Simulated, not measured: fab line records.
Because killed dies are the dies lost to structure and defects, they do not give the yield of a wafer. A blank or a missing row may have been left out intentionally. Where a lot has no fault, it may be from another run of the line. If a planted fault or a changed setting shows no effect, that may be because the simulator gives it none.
fab line records -- flow n5-finfet
record: lots: 7, wafers: 21
route steps=1938 shown BEOL_M7@1299 BEOL_M8@1342 BEOL_M9@1427
start-h: the number of hours between the record's first day and the start of the first shown wafer of the lot -- wait-h: hours from the lot's prior step to this one -- " same as the row above -- L1.1+2: several wafers, shown together as one row -- - no value, or no start was given -- * or withheld: withheld -- < > ~ a bound
route shown NAME@n: NAME is a module with steps in the file, n the number in the route of the first one -- usual: the fault-free wafers' mean and standard deviation -- same: alike in all rows -- chamber/n: place in a boat -- sites: each site's reading -- _std_site: the standard deviation of these -- _edge_site: mean of outer sites minus mean of inner sites -- radius-mm: how far each site lies from the wafer's centre -- mask NAME#n: copy n -- behind: the most recent tool/chamber to have shaped the wafer -- hold: cause of the lot's hold/its duration in hours/its outcome -- device: the n, p or np transistor that did not switch -- end of line: the route-end tests of the same wafers -- for a step that has no rows: nothing shown but its recipe -- killed: dies that structure and defects cost at the first sort, which is not the same as the wafer's yield -- map: the dies of a wafer, with x for killed, . for not killed, _ for no die there
set.NAME: the setting that was run; set.NAME@STEP: the one run at that earlier step -- model.NAME: the simulator's own value behind a step, which no gauge read
one table per step and one row per wafer, for lots whose settings were changed on purpose
== steps ==
step: N5_BEOL_M7_DESCUM_33
recipe: chemistry: O2, time-s: 7, source-power-w: 50, bias-power-w: 20, pressure-mtorr: 20, rf-frequency-hz: 2.712e+07, temp-c: 40, resist: CAR-EUV, o2-flow-sccm: 225
lot.wafer,tool,chamber,start-h,wait-h,set.time-s,model.CAR-EUV_of_BEOL_M7_COAT_22.thk-nm
L081.2+5,rie-diel-06,"0,2",268.47,0.0,6.107,26.2
L081.6,rie-diel-06,3,268.47,0.0,6.107,26.4
L085.1+2,rie-diel-04,"2,3",281.22,0.0,7,26.2
L085.6,rie-diel-04,2,281.22,0.0,7,26
L083.2+5,rie-diel-02,"0,2",284.00,0.1,7,26.2
L083.4,rie-diel-02,1,284.00,0.1,5.599,26.8
L089.3+5+6,rie-diel-06,"0,0,1",302.26,0.1,5.528,26.8
L086.3+6,rie-diel-04,2,302.47,0.1,7.405,26
L086.5,rie-diel-04,1,302.47,0.1,7,26.2
L090.2+4,rie-diel-04,"2,0",324.35,0.2,7,26.2
L090.6,rie-diel-04,3,324.35,0.2,7,26
L096.2+3+5,rie-diel-04,"3,0,0",349.49,0.0,7,26.2
step: N5_BEOL_M7_ETCH_72
recipe: chemistry: N2/H2, target: underlayer, target-depth-a: 65, mask-material: CAR-EUV, time-s: 5.2, ion-energy-ev: 200, pressure-mtorr: 30, source-w: 840, bias-w: 150, n2-flow-sccm: 200, h2-flow-sccm: 200, ends: cleared
lot.wafer,tool,chamber,start-h,wait-h,set.spin-rpm@BEOL_M7_COAT_71,model.etch.depth-nm
L081.2,rie-diel-06,0,268.50,0.0,1436,5.099
L081.5,rie-diel-06,2,268.50,0.0,1500,5.006
L081.6,rie-diel-06,3,268.50,0.0,1500,4.987
L085.1,rie-diel-04,2,281.25,0.0,1500,5.007
L085.2,rie-diel-04,3,281.25,0.0,1448,5.103
L085.6,rie-diel-04,2,281.25,0.0,1448,5.091
L083.2,rie-diel-02,0,284.04,0.0,1500,4.997
L083.4,rie-diel-02,1,284.04,0.0,1500,5.01
L083.5,rie-diel-02,2,284.04,0.0,1500,4.993
L089.3,rie-diel-06,0,302.29,0.0,1446,5.104
L089.5,rie-diel-06,0,302.29,0.0,1500,5.009
L089.6,rie-diel-06,1,302.29,0.0,1446,5.1
L086.3,rie-diel-04,2,302.50,0.0,1558,4.915
L086.5,rie-diel-04,1,302.50,0.0,1500,4.996
L086.6,rie-diel-04,2,302.50,0.0,1500,5.001
L090.2,rie-diel-04,2,324.38,0.0,1500,4.999
L090.4,rie-diel-04,0,324.38,0.0,1417,5.129
L090.6,rie-diel-04,3,324.38,0.0,1500,5.001
L096.2+3+5,rie-diel-04,"3,0,0",349.53,0.0,1500,5.009
step: N5_BEOL_M7_ETCH_65
recipe: chemistry: CF4, target: SiARC, target-depth-a: 156, mask-material: CAR-EUV, time-s: 26, ion-energy-ev: 80, pressure-mtorr: 40, source-w: 545, bias-w: 36, Ar_flow_sccm: 100, cf4-flow-sccm: 100, ends: cleared
step: N5_BEOL_M7_ETCH_66
recipe: chemistry: N2/H2, target: SOC, target-depth-a: 800, overetch-a: 160, mask-material: SiARC, temp-c: 40, time-s: 120, ion-energy-ev: 200, pressure-mtorr: 30, source-w: 840, bias-w: 150, n2-flow-sccm: 200, h2-flow-sccm: 200
step: N5_BEOL_M7_PRECLEAN_42
recipe: chemistry: residue-remover, time-s: 60, temp-c: 40
step: N5_BEOL_M7_SRD_43
recipe: time-s: 30, temp-c: 23, rinse-liquid: diw, dry: ipa-marangoni
step: N5_BEOL_M7_CD_MEAS_35
recipe: target-cd-nm: 40, polarity: opening
usual: cd-nm: 40.0/0.6
lot.wafer,tool,chamber,start-h,wait-h,set.dose-mj@BEOL_M7_EXPOSE_08,cd-nm
L081.2,cd-sem-02,-,269.05,0.0,72.93,43.3
L081.5,cd-sem-02,-,269.05,0.0,72.93,42.7
L081.6,cd-sem-02,-,269.05,0.0,68.25,39.4
L085.1,cd-sem-02,-,281.80,0.0,68.25,39.4
L085.2,cd-sem-02,-,281.80,0.0,68.25,40.5
L085.6,cd-sem-02,-,281.80,0.0,68.25,39.9
L083.2,cd-sem-01,-,284.59,0.0,68.25,39.9
L083.4,cd-sem-01,-,284.59,0.0,68.25,39.6
L083.5,cd-sem-01,-,284.59,0.0,71,41.6
L089.3,cd-sem-01,-,302.84,0.0,68.25,39.8
L089.5,cd-sem-01,-,302.84,0.0,63.25,37.0
L089.6,cd-sem-01,-,302.84,0.0,68.25,40.4
L086.3,cd-sem-03,-,303.05,0.0,68.25,40.3
L086.5,cd-sem-03,-,303.05,0.0,68.25,40.8
L086.6,cd-sem-03,-,303.05,0.0,68.25,40.1
L090.2,cd-sem-03,-,324.93,0.0,72.12,43.2
L090.4,cd-sem-03,-,324.93,0.0,72.12,42.4
L090.6,cd-sem-03,-,324.93,0.0,72.12,42.6
L096.2,cd-sem-03,-,350.10,0.0,68.25,41.2
L096.3,cd-sem-03,-,350.10,0.0,68.25,39.7
L096.5,cd-sem-03,-,350.10,0.0,68.25,38.9
step: N5_BEOL_M8_EXPOSE_08
recipe: mask-id: M8, na: 1.35, source-shape: dipole, sigma-inner: 0.817, sigma-outer: 0.97, polarization: te, dose-mj: 68.25
lot.wafer,tool,chamber,start-h,wait-h,mask,set.dose-mj
L081.2,arfi-scanner-01,0,273.26,-,M8#0,68.25
L081.5+6,arfi-scanner-01,0,273.26,-,M8#0,71.79
L085.1+6,arfi-scanner-03,0,288.14,-,M8#0,68.25
L085.2,arfi-scanner-03,0,288.14,-,M8#0,72.47
L083.2,arfi-scanner-03,0,289.70,-,M8#0,68.25
L083.4+5,arfi-scanner-03,0,289.70,-,M8#0,71.23
L089.3,arfi-scanner-01,0,310.08,-,M8#0,68.25
L089.5+6,arfi-scanner-01,0,310.08,-,M8#0,70.48
L086.3+5,arfi-scanner-02,0,310.43,-,M8#0,68.25
L086.6,arfi-scanner-02,0,310.43,-,M8#0,72.52
L090.2+6,arfi-scanner-02,0,330.49,-,M8#0,64.97
L090.4,arfi-scanner-02,0,330.49,-,M8#0,68.25
L096.2+3+5,arfi-scanner-03,0,359.48,-,M8#0,68.25
step: N5_BEOL_M8_PEB_09
recipe: peb-temp-c: withheld, peb-time-s: 60, resist: CAR-ArF
step: N5_BEOL_M8_DEVELOP_10
recipe: develop-time-s: 30, developer: TMAH, resist: CAR-ArF, rinse-liquid: diw, dry: air-spin, dev-temp-c: 23
step: N5_BEOL_M8_CD_MEAS_11
recipe: target-cd-nm: 38.5, landing-energy-ev: 500, detector: se-inlens, polarity: opening
usual: cd-nm: 38.3/0.54
lot.wafer,tool,chamber,start-h,wait-h,set.dose-mj@BEOL_M8_EXPOSE_08,cd-nm
L081.2,cd-sem-03,0,273.38,-,68.25,38.6
L081.5,cd-sem-03,0,273.38,-,71.79,40.9
L081.6,cd-sem-03,0,273.38,-,71.79,40.9
L085.1,cd-sem-02,0,288.27,-,68.25,38.3
L085.2,cd-sem-02,0,288.27,-,72.47,41.4
L085.6,cd-sem-02,0,288.27,-,68.25,37.8
L083.2,cd-sem-01,0,289.82,-,68.25,37.9
L083.4,cd-sem-01,0,289.82,-,71.23,39.9
L083.5,cd-sem-01,0,289.82,-,71.23,40.4
L089.3,cd-sem-02,0,310.20,-,68.25,38.0
L089.5,cd-sem-02,0,310.20,-,70.48,39.9
L089.6,cd-sem-02,0,310.20,-,70.48,39.5
L086.3,cd-sem-01,0,310.54,-,68.25,39.0
L086.5,cd-sem-01,0,310.54,-,68.25,37.7
L086.6,cd-sem-01,0,310.54,-,72.52,42.0
L090.2,cd-sem-03,0,330.62,-,64.97,36.5
L090.4,cd-sem-03,0,330.62,-,68.25,38.1
L090.6,cd-sem-03,0,330.62,-,64.97,35.9
L096.2,cd-sem-01,0,359.61,-,68.25,36.6
L096.3,cd-sem-01,0,359.61,-,68.25,38.2
L096.5,cd-sem-01,0,359.61,-,68.25,37.9
step: N5_BEOL_M8_DESCUM_16
recipe: chemistry: O2, time-s: 7.9, source-power-w: 50, bias-power-w: 20, pressure-mtorr: 20, rf-frequency-hz: 2.712e+07, temp-c: 40, resist: CAR-ArF, o2-flow-sccm: 225
step: N5_BEOL_M8_ETCH_61
recipe: chemistry: CF4, target: SiARC, target-depth-a: 455, mask-material: CAR-ArF, time-s: 75.8, ion-energy-ev: 80, pressure-mtorr: 40, source-w: 545, bias-w: 36, Ar_flow_sccm: 100, cf4-flow-sccm: 100, ends: cleared
lot.wafer,tool,chamber,start-h,wait-h,set.dose-mj@BEOL_M8_EXPOSE_08,model.BEOL_M8.cd-offset-nm
L081.2,rie-diel-03,3,275.30,0.0,68.25,0.2
L081.5,rie-diel-03,2,275.30,0.0,71.79,2.6
L081.6,rie-diel-03,1,275.30,0.0,71.79,2.2
L085.1,rie-diel-01,3,288.40,0.0,68.25,-0.2
L085.2,rie-diel-01,0,288.40,0.0,72.47,3
L085.6,rie-diel-01,2,288.40,0.0,68.25,-0.4
L083.2,rie-diel-03,1,290.94,0.0,68.25,-1
L083.4,rie-diel-03,0,290.94,0.0,71.23,1.2
L083.5,rie-diel-03,1,290.94,0.0,71.23,1.6
L089.3,rie-diel-03,1,310.32,0.0,68.25,-0.6
L089.5,rie-diel-03,1,310.32,0.0,70.48,1.2
L089.6,rie-diel-03,2,310.32,0.0,70.48,1.6
L086.3,rie-diel-01,1,310.67,0.0,68.25,0.4
L086.5,rie-diel-01,3,310.67,0.0,68.25,-0.6
L086.6,rie-diel-01,0,310.67,0.0,72.52,3
L090.2,rie-diel-01,3,330.78,0.0,64.97,-2.4
L090.4,rie-diel-01,3,330.78,0.0,68.25,-0.8
L090.6,rie-diel-01,3,330.78,0.0,64.97,-2.8
L096.2,rie-diel-01,2,359.74,0.0,68.25,-1.4
L096.3,rie-diel-01,3,359.74,0.0,68.25,-0.2
L096.5,rie-diel-01,3,359.74,0.0,68.25,-0.6
step: N5_BEOL_M8_ETCH_62
recipe: chemistry: N2/H2, target: SOC, target-depth-a: 1100, overetch-a: 220, mask-material: SiARC, temp-c: 40, time-s: 165, ion-energy-ev: 200, pressure-mtorr: 30, source-w: 840, bias-w: 150, n2-flow-sccm: 200, h2-flow-sccm: 200
usual: rf-vpp-V: 524/3.3
lot.wafer,tool,chamber,start-h,wait-h,set.bias-w,set.dose-mj@BEOL_M8_EXPOSE_08,rf-vpp-V,model.BEOL_M8.cd-offset-nm
L081.2,rie-diel-03,3,275.36,0.0,150,68.25,524,0
L081.5,rie-diel-03,2,275.36,0.0,150,71.79,529,2.8
L081.6,rie-diel-03,1,275.36,0.0,150,71.79,528,2.2
L085.1,rie-diel-01,3,288.45,0.0,150,68.25,528,0
L085.2,rie-diel-01,0,288.45,0.0,150,72.47,522,3
L085.6,rie-diel-01,2,288.45,0.0,150,68.25,522,-0.6
L083.2,rie-diel-03,1,291.00,0.0,150,68.25,527,-1.2
L083.4,rie-diel-03,0,291.00,0.0,132.4,71.23,488,1.6
L083.5,rie-diel-03,1,291.00,0.0,150,71.23,528,1.8
L089.3,rie-diel-03,1,310.37,0.0,138.4,68.25,502,-0.8
L089.5,rie-diel-03,1,310.37,0.0,150,70.48,527,1.2
L089.6,rie-diel-03,2,310.37,0.0,150,70.48,529,1.6
L086.3,rie-diel-01,1,310.73,0.0,138.4,68.25,495,0.2
L086.5,rie-diel-01,3,310.73,0.0,138.4,68.25,501,-0.4
L086.6,rie-diel-01,0,310.73,0.0,138.4,72.52,494,2.8
L090.2,rie-diel-01,3,330.86,0.1,150,64.97,527,-2.2
L090.4,rie-diel-01,3,330.86,0.1,150,68.25,526,-0.4
L090.6,rie-diel-01,3,330.86,0.1,150,64.97,528,-2.8
L096.2,rie-diel-01,2,359.80,0.0,150,68.25,521,-1.6
L096.3,rie-diel-01,3,359.80,0.0,150,68.25,528,-0.2
L096.5,rie-diel-01,3,359.80,0.0,150,68.25,527,-0.8
step: N5_BEOL_M8_STRIP_68
recipe: chemistry: N2/H2, temp-c: 40, n2-flow-sccm: 200, h2-flow-sccm: 200, rf-frequency-hz: 6e+07
step: N5_BEOL_M8_STRIP_67
recipe: chemistry: CF4, resist: SiARC, power-w: 300, bias-power-w: 75, pressure-mtorr: 50, cf4-flow-sccm: 150, rf-frequency-hz: 6e+07
step: N5_BEOL_M8_HM_OPEN_17
recipe: chemistry: Cl2/BCl3, target-depth-a: 200, overetch-a: 60, target: TiN, mask-material: SOC, ion-energy-ev: 150, pressure-mtorr: 10, icp-w: 1000, bias-w: 126, Cl2_flow_sccm: 53.25, bcl3-flow-sccm: 21.75, Ar_flow_sccm: 25
step: N5_BEOL_M8_STRIP_19
recipe: chemistry: O2, power-w: 400, temp-c: 40, pressure-mtorr: 30, rf-frequency-hz: 6e+07, bias-power-w: 0, overash-fraction: 0.2, o2-flow-sccm: 225
step: N5_BEOL_M8_CD_MEAS_18
recipe: pitch-nm: 80, target-cd-nm: 40
usual: cd-nm: 39.8/0.61
lot.wafer,tool,chamber,start-h,wait-h,set.dose-mj@BEOL_M8_EXPOSE_08,cd-nm
L081.2,cd-sem-03,-,276.19,0.1,68.25,39.7
L081.5,cd-sem-03,-,276.19,0.1,71.79,42.8
L081.6,cd-sem-03,-,276.19,0.1,71.79,42.5
L085.1,cd-sem-03,-,288.83,0.0,68.25,40.3
L085.2,cd-sem-03,-,288.83,0.0,72.47,43.3
L085.6,cd-sem-03,-,288.83,0.0,68.25,39.5
L083.2,cd-sem-03,-,291.42,0.1,68.25,39.1
L083.4,cd-sem-03,-,291.42,0.1,71.23,41.5
L083.5,cd-sem-03,-,291.42,0.1,71.23,41.9
L089.3,cd-sem-03,-,310.97,0.1,68.25,38.7
L089.5,cd-sem-03,-,310.97,0.1,70.48,41.0
L089.6,cd-sem-03,-,310.97,0.1,70.48,41.2
L086.3,cd-sem-02,-,312.00,0.1,68.25,40.2
L086.5,cd-sem-02,-,312.00,0.1,68.25,39.5
L086.6,cd-sem-02,-,312.00,0.1,72.52,42.7
L090.2,cd-sem-02,-,331.41,0.1,64.97,37.8
L090.4,cd-sem-02,-,331.41,0.1,68.25,39.3
L090.6,cd-sem-02,-,331.41,0.1,64.97,37.3
L096.2,cd-sem-03,-,360.17,0.1,68.25,38.5
L096.3,cd-sem-03,-,360.17,0.1,68.25,39.6
L096.5,cd-sem-03,-,360.17,0.1,68.25,39.2
step: N5_BEOL_M8_COAT_63
recipe: resist: SOC, temp-c: 250, time-s: 60, spin-rpm: 1500, resist-thk-nm: 60
step: N5_BEOL_M8_COAT_64
recipe: resist: SiARC, temp-c: 220, time-s: 60, spin-rpm: 1500, resist-thk-nm: 12
step: N5_BEOL_M8_PRECLEAN_42
recipe: chemistry: residue-remover, time-s: 60, temp-c: 40
step: N5_BEOL_M8_SRD_43
recipe: time-s: 30, temp-c: 23, rinse-liquid: diw, dry: ipa-marangoni
step: N5_BEOL_M8_CD_MEAS_35
recipe: target-cd-nm: 40, polarity: opening
usual: cd-nm: 39.9/0.61
lot.wafer,tool,chamber,start-h,wait-h,set.dose-mj@BEOL_M8_EXPOSE_08,cd-nm
L081.2,cd-sem-03,-,278.43,0.0,68.25,39.9
L081.5,cd-sem-03,-,278.43,0.0,71.79,42.5
L081.6,cd-sem-03,-,278.43,0.0,71.79,42.1
L085.1,cd-sem-02,-,290.53,0.0,68.25,40.1
L085.2,cd-sem-02,-,290.53,0.0,72.47,42.9
L085.6,cd-sem-02,-,290.53,0.0,68.25,39.5
L083.2,cd-sem-02,-,294.04,0.0,68.25,39.0
L083.4,cd-sem-02,-,294.04,0.0,71.23,41.6
L083.5,cd-sem-02,-,294.04,0.0,71.23,42.1
L089.3,cd-sem-02,-,312.98,0.0,68.25,39.0
L089.5,cd-sem-02,-,312.98,0.0,70.48,41.2
L089.6,cd-sem-02,-,312.98,0.0,70.48,41.3
L086.3,cd-sem-01,-,315.34,0.0,68.25,40.3
L086.5,cd-sem-01,-,315.34,0.0,68.25,39.3
L086.6,cd-sem-01,-,315.34,0.0,72.52,42.9
L090.2,cd-sem-02,-,333.47,0.0,64.97,37.8
L090.4,cd-sem-02,-,333.47,0.0,68.25,39.7
L090.6,cd-sem-02,-,333.47,0.0,64.97,37.5
L096.2,cd-sem-03,-,362.69,0.0,68.25,38.5
L096.3,cd-sem-03,-,362.69,0.0,68.25,40.0
L096.5,cd-sem-03,-,362.69,0.0,68.25,39.8
step: N5_BEOL_M9_COAT_75
recipe: resist: underlayer, temp-c: 205, time-s: 60, spin-rpm: 1500, resist-thk-nm: 5
lot.wafer,tool,chamber,start-h,wait-h,set.spin-rpm
L081.2+6,litho-track-02,0,-,-,1500
L081.5,litho-track-02,0,-,-,1336
L085.1+2+6,litho-track-04,0,-,-,1363
L083.2+4+5,litho-track-04,0,-,-,1500
L086.3+6,litho-track-02,0,-,-,1500
L086.5,litho-track-02,0,-,-,1447
L089.3+6,litho-track-03,0,-,-,1635
L089.5,litho-track-03,0,-,-,1500
L090.2+4+6,litho-track-03,0,-,-,1500
L096.2+3+5,litho-track-02,0,-,-,1500
step: N5_BEOL_M9_EXPOSE_25
recipe: mask-id: V8, na: 0.33, source-shape: annular, sigma-inner: 0.4, sigma-outer: 0.8, polarization: unpolarized, dose-mj: 37.25
lot.wafer,tool,chamber,start-h,wait-h,mask,set.dose-mj
L081.2+5+6,euv-scanner-02,0,283.33,-,V8#0,37.25
L085.1+2,euv-scanner-02,0,295.20,-,V8#0,35.67
L085.6,euv-scanner-02,0,295.20,-,V8#0,37.25
L083.2,euv-scanner-02,0,301.12,-,V8#0,35.76
L083.4+5,euv-scanner-02,0,301.12,-,V8#0,37.25
L086.3,euv-scanner-01,0,323.68,-,V8#0,37.25
L086.5+6,euv-scanner-01,0,323.68,-,V8#0,38.29
L089.3,euv-scanner-02,0,323.84,-,V8#0,35.23
L089.5+6,euv-scanner-02,0,323.84,-,V8#0,37.25
L090.2+4+6,euv-scanner-01,0,338.21,-,V8#0,37.25
L096.2+3+5,euv-scanner-01,0,370.37,-,V8#0,37.25
step: N5_BEOL_M9_PEB_26
recipe: peb-temp-c: 100, peb-time-s: 60, resist: CAR-EUV
step: N5_BEOL_M9_DEVELOP_27
recipe: develop-time-s: 30, developer: TMAH, resist: CAR-EUV, rinse-liquid: surfactant-rinse, dry: air-spin, dev-temp-c: 23
step: N5_BEOL_M9_DESCUM_33
recipe: chemistry: O2, time-s: 7, source-power-w: 50, bias-power-w: 20, pressure-mtorr: 20, rf-frequency-hz: 2.712e+07, temp-c: 40, resist: CAR-EUV, o2-flow-sccm: 225
step: N5_BEOL_M9_ETCH_76
recipe: chemistry: N2/H2, target: underlayer, target-depth-a: 65, mask-material: CAR-EUV, time-s: 5.2, ion-energy-ev: 200, pressure-mtorr: 30, source-w: 840, bias-w: 150, n2-flow-sccm: 200, h2-flow-sccm: 200, ends: cleared
lot.wafer,tool,chamber,start-h,wait-h,set.spin-rpm@BEOL_M9_COAT_75,model.etch.depth-nm
L081.2,rie-diel-02,2,283.61,0.0,1500,5.001
L081.5,rie-diel-02,2,283.61,0.0,1336,5.321
L081.6,rie-diel-02,3,283.61,0.0,1500,5.008
L085.1,rie-diel-02,3,295.48,0.0,1363,5.278
L085.2,rie-diel-02,1,295.48,0.0,1363,5.265
L085.6,rie-diel-02,3,295.48,0.0,1363,5.276
L083.2,rie-diel-06,3,301.40,0.0,1500,5.012
L083.4,rie-diel-06,1,301.40,0.0,1500,5.003
L083.5,rie-diel-06,2,301.40,0.0,1500,4.991
L086.3,rie-diel-04,3,323.96,0.0,1500,5.034
L086.5,rie-diel-04,3,323.96,0.0,1447,5.121
L086.6,rie-diel-04,0,323.96,0.0,1500,5.016
L089.3,rie-diel-06,3,324.11,0.0,1635,4.79
L089.5,rie-diel-06,2,324.11,0.0,1500,4.975
L089.6,rie-diel-06,3,324.11,0.0,1635,4.767
L090.2,rie-diel-02,0,338.49,0.0,1500,4.986
L090.4,rie-diel-02,1,338.49,0.0,1500,4.961
L090.6,rie-diel-02,2,338.49,0.0,1500,4.975
L096.2,rie-diel-04,2,370.92,0.0,1500,5.014
L096.3,rie-diel-04,3,370.92,0.0,1500,4.995
L096.5,rie-diel-04,3,370.92,0.0,1500,4.994
== key ==
split: step: N5_BEOL_M7_DESCUM_33, setting: time-s, stated: 7, by: wafer
response: step: N5_BEOL_M7_DESCUM_33, reading: model.CAR-EUV_of_BEOL_M7_COAT_22.thk-nm, change: -0.0303, per: 1%, r: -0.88
split: step: N5_BEOL_M8_EXPOSE_08, setting: dose-mj, stated: 68.25, by: wafer
response: step: N5_BEOL_M8_CD_MEAS_11, reading: cd-nm, change: +0.509, per: 1%, r: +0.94
response: step: N5_BEOL_M8_ETCH_61, reading: model.BEOL_M8.cd-offset-nm, change: +0.489, per: 1%, r: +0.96
response: step: N5_BEOL_M8_ETCH_62, reading: model.BEOL_M8.cd-offset-nm, change: +0.518, per: 1%, r: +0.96
response: step: N5_BEOL_M8_CD_MEAS_18, reading: cd-nm, change: +0.521, per: 1%, r: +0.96
response: step: N5_BEOL_M8_CD_MEAS_35, reading: cd-nm, change: +0.514, per: 1%, r: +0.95
split: step: N5_BEOL_M8_ETCH_62, setting: bias-w, stated: 150, by: wafer
response: step: N5_BEOL_M8_ETCH_62, reading: rf-vpp-V, change: +3.36, per: 1%, r: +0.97
split: step: N5_BEOL_M9_COAT_75, setting: spin-rpm, stated: 1500, by: wafer
response: step: N5_BEOL_M9_ETCH_76, reading: model.etch.depth-nm, change: -0.0261, per: 1%, r: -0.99
split: step: N5_BEOL_M9_EXPOSE_25, setting: dose-mj, stated: 37.25, by: wafer
response none clear
split outside-this-file step=N5_BEOL_M7_EXPOSE_08 setting=dose-mj
split outside-this-file step=N5_BEOL_M7_COAT_71 setting=spin-rpm
split outside-this-file: this setting was split too, and the file shows its column; the key of that split is in another file
